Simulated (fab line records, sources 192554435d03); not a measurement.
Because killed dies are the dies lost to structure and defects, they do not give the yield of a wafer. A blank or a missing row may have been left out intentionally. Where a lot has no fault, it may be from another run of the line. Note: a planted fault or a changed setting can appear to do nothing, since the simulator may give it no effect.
Which of the tools did it? / flow n5Finfet / Sampling: 12 lots, 36 wafers, 5 of 1938 route steps

WHAT THE GAUGES READ, wafer by wafer
Not one reading of a measure or inspect step in the record can be checked against a usual standard deviation.

EACH LOT AND THE TOOL THAT RAN IT (in order: tool; ch and the chambers of the sampled wafers; start)
lot=L396; N5_BEOL_M6_DEGAS_44=pvdSputter-03, day 9 17:05; N5_BEOL_M6_ANNEAL_51=rtpAnneal-01 ch 0, day 9 18:43; N5_BEOL_M6_DEP_56=pecvd-02 ch 0,1, day 9 19:22; N5_BEOL_M7_COAT_60=lithoTrack-03 ch 0, day 9 22:38; N5_PASSIVATION_PROBE_49=prober-02, day 13 04:07
lot=L397; N5_BEOL_M6_DEGAS_44=pvdSputter-01, day 9 17:56; N5_BEOL_M6_ANNEAL_51=rtpAnneal-02 ch 0, day 9 19:24; N5_BEOL_M6_DEP_56=pecvd-03 ch 0,1,2, day 9 20:04; N5_BEOL_M7_COAT_60=lithoTrack-03 ch 0, day 9 22:55; N5_PASSIVATION_PROBE_49=-
lot=L400; N5_BEOL_M6_DEGAS_44=pvdSputter-01, day 10 12:43; N5_BEOL_M6_ANNEAL_51=rtpAnneal-01 ch 0, day 10 13:45; N5_BEOL_M6_DEP_56=pecvd-03 ch 0,1, day 10 14:19; N5_BEOL_M7_COAT_60=lithoTrack-01 ch 0, day 10 17:51; N5_PASSIVATION_PROBE_49=prober-01, day 13 19:28
lot=L398; N5_BEOL_M6_DEGAS_44=pvdSputter-03, day 10 13:13; N5_BEOL_M6_ANNEAL_51=rtpAnneal-02 ch 0, day 10 14:32; N5_BEOL_M6_DEP_56=pecvd-04 ch 0,2, day 10 15:24; N5_BEOL_M7_COAT_60=lithoTrack-03 ch 0, day 10 17:59; N5_PASSIVATION_PROBE_49=prober-02, day 14 12:17
lot=L399; N5_BEOL_M6_DEGAS_44=pvdSputter-01, day 10 23:50; N5_BEOL_M6_ANNEAL_51=rtpAnneal-02 ch 0, day 11 01:13; N5_BEOL_M6_DEP_56=pecvd-02 ch 0,1, day 11 01:49; N5_BEOL_M7_COAT_60=lithoTrack-01 ch 0, day 11 05:14; N5_PASSIVATION_PROBE_49=prober-01, day 14 15:59
lot=L401; N5_BEOL_M6_DEGAS_44=pvdSputter-01, day 11 11:23; N5_BEOL_M6_ANNEAL_51=rtpAnneal-01 ch 0, day 11 12:20; N5_BEOL_M6_DEP_56=pecvd-02 ch 1,2, day 11 12:59; N5_BEOL_M7_COAT_60=lithoTrack-01 ch 0, day 11 14:10; N5_PASSIVATION_PROBE_49=prober-01, day 14 23:19
lot=L403; N5_BEOL_M6_DEGAS_44=pvdSputter-02, day 11 19:12; N5_BEOL_M6_ANNEAL_51=rtpAnneal-02 ch 0, day 11 22:07; N5_BEOL_M6_DEP_56=pecvd-03 ch 0,1,2, day 11 22:46; N5_BEOL_M7_COAT_60=lithoTrack-01 ch 0, day 12 00:12; N5_PASSIVATION_PROBE_49=-
lot=L402; N5_BEOL_M6_DEGAS_44=pvdSputter-03, day 11 23:14; N5_BEOL_M6_ANNEAL_51=rtpAnneal-01 ch 0, day 12 00:45; N5_BEOL_M6_DEP_56=pecvd-02 ch 1,2, day 12 01:25; N5_BEOL_M7_COAT_60=lithoTrack-02 ch 0, day 12 02:43; N5_PASSIVATION_PROBE_49=-
lot=L410; N5_BEOL_M6_DEGAS_44=pvdSputter-03, day 13 13:20; N5_BEOL_M6_ANNEAL_51=rtpAnneal-01 ch 0, day 13 14:44; N5_BEOL_M6_DEP_56=pecvd-02 ch 0,1,2, day 13 15:25; N5_BEOL_M7_COAT_60=lithoTrack-03 ch 0, day 13 16:58; N5_PASSIVATION_PROBE_49=prober-01, day 17 06:22
lot=L413; N5_BEOL_M6_DEGAS_44=pvdSputter-01, day 14 09:41; N5_BEOL_M6_ANNEAL_51=rtpAnneal-01 ch 0, day 14 12:19; N5_BEOL_M6_DEP_56=pecvd-04 ch 0,1,2, day 14 12:59; N5_BEOL_M7_COAT_60=lithoTrack-02 ch 0, day 14 14:30; N5_PASSIVATION_PROBE_49=prober-02, day 18 14:37
lot=L415; N5_BEOL_M6_DEGAS_44=pvdSputter-03, day 14 14:13; N5_BEOL_M6_ANNEAL_51=rtpAnneal-02 ch 0, day 14 18:05; N5_BEOL_M6_DEP_56=pecvd-03 ch 0,1, day 14 19:01; N5_BEOL_M7_COAT_60=lithoTrack-02 ch 0, day 14 20:31; N5_PASSIVATION_PROBE_49=-
lot=L418; N5_BEOL_M6_DEGAS_44=pvdSputter-01, day 15 23:20; N5_BEOL_M6_ANNEAL_51=rtpAnneal-01 ch 0, day 16 01:25; N5_BEOL_M6_DEP_56=pecvd-04 ch 0,1, day 16 02:02; N5_BEOL_M7_COAT_60=lithoTrack-02 ch 0, day 16 03:13; N5_PASSIVATION_PROBE_49=-
- N5_BEOL_M6_DEGAS_44: time 60 s.
- N5_BEOL_M6_ANNEAL_51: time 90 s.
- N5_BEOL_M6_DEP_56: deposits SiCN from 3MS/NH3, target thk 10 nm, time 17.5 s.
- N5_BEOL_M7_COAT_60: time 60 s, resist thk 35 nm.
- N5_PASSIVATION_PROBE_49

WHAT THE TOOLS THEMSELVES READ (means of the sampled wafers that have a number; where no wafer has one, the mark that the record gives instead)
N5_BEOL_M6_DEGAS_44.
lot=L396; tool=pvdSputter-03; heaterPowerW (W)=328
lot=L397; tool=pvdSputter-01; heaterPowerW (W)=333
lot=L400; tool=pvdSputter-01; heaterPowerW (W)=349
lot=L398; tool=pvdSputter-03; heaterPowerW (W)=323
lot=L399; tool=pvdSputter-01; heaterPowerW (W)=329
lot=L401; tool=pvdSputter-01; heaterPowerW (W)=305
lot=L403; tool=pvdSputter-02; heaterPowerW (W)=369
lot=L402; tool=pvdSputter-03; heaterPowerW (W)=299
lot=L410; tool=pvdSputter-03; heaterPowerW (W)=312
lot=L413; tool=pvdSputter-01; heaterPowerW (W)=328
lot=L415; tool=pvdSputter-03; heaterPowerW (W)=329
lot=L418; tool=pvdSputter-01; heaterPowerW (W)=310

N5_BEOL_M6_ANNEAL_51.
lot=L396 tool=rtpAnneal-01 wafer_temp_C_max=225.9
lot=L397 tool=rtpAnneal-02 wafer_temp_C_max=226.4
lot=L400 tool=rtpAnneal-01 wafer_temp_C_max=226.0
lot=L398 tool=rtpAnneal-02 wafer_temp_C_max=226.8
lot=L399 tool=rtpAnneal-02 wafer_temp_C_max=226.7
lot=L401 tool=rtpAnneal-01 wafer_temp_C_max=225.7
lot=L403 tool=rtpAnneal-02 wafer_temp_C_max=226.6
lot=L402 tool=rtpAnneal-01 wafer_temp_C_max=225.8
lot=L410 tool=rtpAnneal-01 wafer_temp_C_max=225.9
lot=L413 tool=rtpAnneal-01 wafer_temp_C_max=225.7
lot=L415 tool=rtpAnneal-02 wafer_temp_C_max=226.5
lot=L418 tool=rtpAnneal-01 wafer_temp_C_max=226.3

N5_BEOL_M6_DEP_56.
lot=L396; tool=pecvd-02; rfFwdPowerW (W)=200.5; showerheadPlenumPTorr (Torr)=3.662; throttleValvePct (%)=9.9
lot=L397; tool=pecvd-03; rfFwdPowerW (W)=199.6; showerheadPlenumPTorr (Torr)=3.668; throttleValvePct (%)=9.1
lot=L400; tool=pecvd-03; rfFwdPowerW (W)=199.2; showerheadPlenumPTorr (Torr)=3.674; throttleValvePct (%)=9.8
lot=L398; tool=pecvd-04; rfFwdPowerW (W)=199.4; showerheadPlenumPTorr (Torr)=3.652; throttleValvePct (%)=9.0
lot=L399; tool=pecvd-02; rfFwdPowerW (W)=200.5; showerheadPlenumPTorr (Torr)=3.657; throttleValvePct (%)=9.7
lot=L401; tool=pecvd-02; rfFwdPowerW (W)=199.7; showerheadPlenumPTorr (Torr)=3.669; throttleValvePct (%)=9.8
lot=L403; tool=pecvd-03; rfFwdPowerW (W)=200.0; showerheadPlenumPTorr (Torr)=3.665; throttleValvePct (%)=9.3
lot=L402; tool=pecvd-02; rfFwdPowerW (W)=199.1; showerheadPlenumPTorr (Torr)=3.671; throttleValvePct (%)=9.5
lot=L410; tool=pecvd-02; rfFwdPowerW (W)=199.2; showerheadPlenumPTorr (Torr)=3.663; throttleValvePct (%)=9.0
lot=L413; tool=pecvd-04; rfFwdPowerW (W)=200.0; showerheadPlenumPTorr (Torr)=3.674; throttleValvePct (%)=9.0
lot=L415; tool=pecvd-03; rfFwdPowerW (W)=199.0; showerheadPlenumPTorr (Torr)=3.671; throttleValvePct (%)=9.9
lot=L418; tool=pecvd-04; rfFwdPowerW (W)=199.6; showerheadPlenumPTorr (Torr)=3.680; throttleValvePct (%)=9.4

N5_BEOL_M7_COAT_60.
lot=L396; tool=lithoTrack-03; plateTempC (C)=220.12; spinSpeedRpm (rpm)=1500.1
lot=L397; tool=lithoTrack-03; plateTempC (C)=220.09; spinSpeedRpm (rpm)=1498.7
lot=L400; tool=lithoTrack-01; plateTempC (C)=219.93; spinSpeedRpm (rpm)=1500.5
lot=L398; tool=lithoTrack-03; plateTempC (C)=220.10; spinSpeedRpm (rpm)=1499.1
lot=L399; tool=lithoTrack-01; plateTempC (C)=220.06; spinSpeedRpm (rpm)=1500.8
lot=L401; tool=lithoTrack-01; plateTempC (C)=220.01; spinSpeedRpm (rpm)=1590.2
lot=L403; tool=lithoTrack-01; plateTempC (C)=220.07; spinSpeedRpm (rpm)=1591.9
lot=L402; tool=lithoTrack-02; plateTempC (C)=219.99; spinSpeedRpm (rpm)=1500.9
lot=L410; tool=lithoTrack-03; plateTempC (C)=219.81; spinSpeedRpm (rpm)=1498.4
lot=L413; tool=lithoTrack-02; plateTempC (C)=220.18; spinSpeedRpm (rpm)=1499.9
lot=L415; tool=lithoTrack-02; plateTempC (C)=220.09; spinSpeedRpm (rpm)=1499.5
lot=L418; tool=lithoTrack-02; plateTempC (C)=219.99; spinSpeedRpm (rpm)=1501.0

N5_PASSIVATION_PROBE_49.
lot=L396; tool=prober-02; defectLimitedYield (%)=91.0; killed_at_M0_to_M3=36; killed_at_M4_up=11; killedAtContacts=10; killedAtFrontEnd=44; killedAtOther=5; killedDies=107; killedOpen=70; killedShort=34; sort_bin_5_function (%)=4.9; sort_bin_6_memory (%)=3.6; sortNPass=1073; sortYieldPct (%)=91.0
lot=L400; tool=prober-01; defectLimitedYield (%)=91.7; killed_at_M0_to_M3=35; killed_at_M4_up=14; killedAtContacts=10; killedAtFrontEnd=28; killedAtOther=10; killedDies=98; killedOpen=63; killedShort=31; sort_bin_5_function (%)=5.0; sort_bin_6_memory (%)=3.0; sortNPass=1082; sortYieldPct (%)=91.7
lot=L398; tool=prober-02; defectLimitedYield (%)=91.6; killed_at_M0_to_M3=32; killed_at_M4_up=16; killedAtContacts=15; killedAtFrontEnd=32; killedAtOther=3; killedDies=99; killedOpen=65; killedShort=34; sort_bin_5_function (%)=4.9; sort_bin_6_memory (%)=3.0; sortNPass=1081; sortYieldPct (%)=91.6
lot=L399; tool=prober-01; defectLimitedYield (%)=89.1; killed_at_M0_to_M3=32; killed_at_M4_up=14; killedAtContacts=29; killedAtFrontEnd=51; killedAtOther=2; killedDies=128; killedOpen=83; killedShort=43; sort_bin_5_function (%)=6.7; sort_bin_6_memory (%)=3.6; sortNPass=1052; sortYieldPct (%)=89.1
lot=L401; tool=prober-01; defectLimitedYield (%)=89.2; killed_at_M0_to_M3=64; killed_at_M4_up=17; killedAtContacts=9; killedAtFrontEnd=35; killedAtOther=2; killedDies=127; killedOpen=78; killedShort=49; sort_bin_5_function (%)=6.3; sort_bin_6_memory (%)=3.9; sortNPass=1053; sortYieldPct (%)=89.2
lot=L410; tool=prober-01; defectLimitedYield (%)=90.2; killed_at_M0_to_M3=42; killed_at_M4_up=15; killedAtContacts=11; killedAtFrontEnd=39; killedAtOther=7; killedDies=115; killedOpen=69; killedShort=43; sort_bin_5_function (%)=5.8; sort_bin_6_memory (%)=3.6; sortNPass=1065; sortYieldPct (%)=90.2
lot=L413; tool=prober-02; defectLimitedYield (%)=92.5; killed_at_M0_to_M3=28; killed_at_M4_up=9; killedAtContacts=9; killedAtFrontEnd=42; killedAtOther=1; killedDies=89; killedOpen=54; killedShort=28; sort_bin_5_function (%)=3.7; sort_bin_6_memory (%)=3.2; sortNPass=1091; sortYieldPct (%)=92.5

THE ANSWER, worked out from the rows above alone
Rule: the lots themselves supply what counts as usual. The widest of any qualifying gaps counts: lots, ordered by their means at a reading, are off when they make up no more than a third of the lots, leave a main group of 4 or more, and stand apart from it by 3 or more times the standard deviation of that group's means. Not used: any main group whose means are identical at the precision the tables above print for the reading. Also off: a lot with no number at a reading for which 4 or more lots have one. All remaining lots with rows at the step are treated as sound. First the gauges in route order, then the tools' own readings, where a lot's mean is used as printed above. At the first step where some lot is off, the reading lying furthest off is the one used; lots without a number count as furthest.
Off: L401, L403 (N5_BEOL_M7_COAT_60, spinSpeedRpm). For the main group the mean is 1499.9 rpm and the standard deviation 0.89.
If a tool, at that step or one of the process steps before it, ran each lot that is off and ran no sound lot following the first of them, it fits. One fits: lithoTrack-01 at N5_BEOL_M7_COAT_60. Its last sound lot is L399 (day 11 05:14), its first lot that is off L401 (day 11 14:10): a fault that began between those two fits.
On the lots that are off, the tool's own readings at N5_BEOL_M7_COAT_60 differ by more than 5 times the standard deviation of the sound lots' means, which bears it out; spinSpeedRpm reads 1591.1 rpm there versus 1499.9 rpm on the sound lots.

WHAT THE SIMULATOR HAD INSERTED
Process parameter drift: lithoTrack-01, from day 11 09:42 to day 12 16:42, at N5_BEOL_M7_COAT_60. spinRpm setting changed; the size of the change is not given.
Struck lots among those shown: L401, L403. The same result came from the rule above.
